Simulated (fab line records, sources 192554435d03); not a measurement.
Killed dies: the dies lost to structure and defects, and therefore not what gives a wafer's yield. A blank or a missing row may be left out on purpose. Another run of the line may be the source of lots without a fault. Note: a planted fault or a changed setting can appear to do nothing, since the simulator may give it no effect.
Split-lot study | flow n5Finfet | on a route of 1938 steps: 7 lots, 21 wafers read

## THE SPLIT
At N5_BEOL_M5_COAT_71 (time 60 s, resist thk 5 nm), the setting spinRpm was moved away from the recipe's 1500 rpm on 4 of the 21 wafers read, by -10.7% to -4.1%. For the rest of the wafers, this setting stayed at what the recipe calls for.

## FROM THE SPLIT TO THE READING: what the file shows between them, 3 steps
- N5_BEOL_M5_COAT_05: resist thk 30 nm
- N5_BEOL_M5_EBR_07
- N5_BEOL_M5_DESCUM_16: chemistry O2, time 7 s

## THE READING
etch.depthNm (the simulator's own value, which no gauge read), in nm, at N5_BEOL_M5_ETCH_72 (etches underlayer in N2/H2, target depth 6.5 nm, time 5.2 s). No usual value for it is given in the file. Average 5.000 nm, standard deviation 0.0084 nm, over the 17 wafers here run with the recipe.

wafer  | tool, chamber at the split | spinRpm as run, rpm | against the recipe | etch.depthNm, nm | against lot-mates on the recipe
L075.2 | lithoTrack-02, 0           | 1500                | recipe             | 4.983            | -
L075.4 | lithoTrack-02, 0           | 1500                | recipe             | 4.995            | -
L075.6 | lithoTrack-02, 0           | 1500                | recipe             | 5.002            | -
L078.2 | lithoTrack-03, 0           | 1500                | recipe             | 5.002            | -
L078.4 | lithoTrack-03, 0           | 1500                | recipe             | 5                | -
L078.6 | lithoTrack-03, 0           | 1500                | recipe             | 5.008            | -
L080.3 | lithoTrack-01, 0           | 1500                | recipe             | 5.003            | -
L080.4 | lithoTrack-01, 0           | 1500                | recipe             | 5.012            | -
L080.6 | lithoTrack-01, 0           | 1500                | recipe             | 5.019            | -
L076.3 | lithoTrack-01, 0           | 1500                | recipe             | 5.008            | -
L076.4 | lithoTrack-01, 0           | 1500                | recipe             | 4.99             | -
L076.6 | lithoTrack-01, 0           | 1500                | recipe             | 5                | -
L090.2 | lithoTrack-02, 0           | 1500                | recipe             | 4.998            | -
L090.3 | lithoTrack-02, 0           | 1500                | recipe             | 4.997            | -
L090.6 | lithoTrack-02, 0           | 1340                | -10.7%             | 5.299            | +0.301
L091.2 | lithoTrack-02, 0           | 1359                | -9.4%              | 5.24             | +0.250
L091.3 | lithoTrack-02, 0           | 1500                | recipe             | 4.99             | -
L091.5 | lithoTrack-02, 0           | 1359                | -9.4%              | 5.254            | +0.264
L088.2 | lithoTrack-03, 0           | 1438                | -4.1%              | 5.091            | +0.093
L088.5 | lithoTrack-03, 0           | 1500                | recipe             | 4.995            | -
L088.6 | lithoTrack-03, 0           | 1500                | recipe             | 5.002            | -

THE FIT
A straight line over all 21 wafers: etch.depthNm changes by -0.0267 nm for each +1% of spinRpm; r = -0.99; the points scatter about the line by 0.01 nm.
The same after taking each lot's own level away (the mean of its wafers on the recipe; 21 wafers): -0.0275 nm for each +1%; r = -1.00; scatter 0.0077 nm.
According to that fit, moving spinRpm by its largest amount changes the reading by 0.29 nm.
From 4.9900 to 5.0113 nm: that is the span of the lots' own levels, equal to 2.5 times the standard deviation above.
The two slopes are in agreement: the lot-to-lot level therefore moves the slope only a little.
Check: +0.287 nm against its lot-mates is what the line predicts for one of the wafers moved furthest among these (-10.7%) when that wafer is left out of the fit. It came out at +0.301 nm against them.

## THESE WAFERS: OTHER SPLITS
These wafers also went through other splits before the reading. Each is held against what the fit with the lots' levels taken away leaves over:
other split on the same wafers  | wafers away from the commonest value | r with etch.depthNm (lot level and that fit taken away)
N5_BEOL_M3_TRENCH_ETCH_37 timeS | 9                                    | +0.10
N5_BEOL_M4_TRENCH_ETCH_37 timeS | 7                                    | +0.21

## THE FILE'S OWN FIT
etch.depthNm changes by -0.0275 nm for each +1% of spinRpm, r = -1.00.
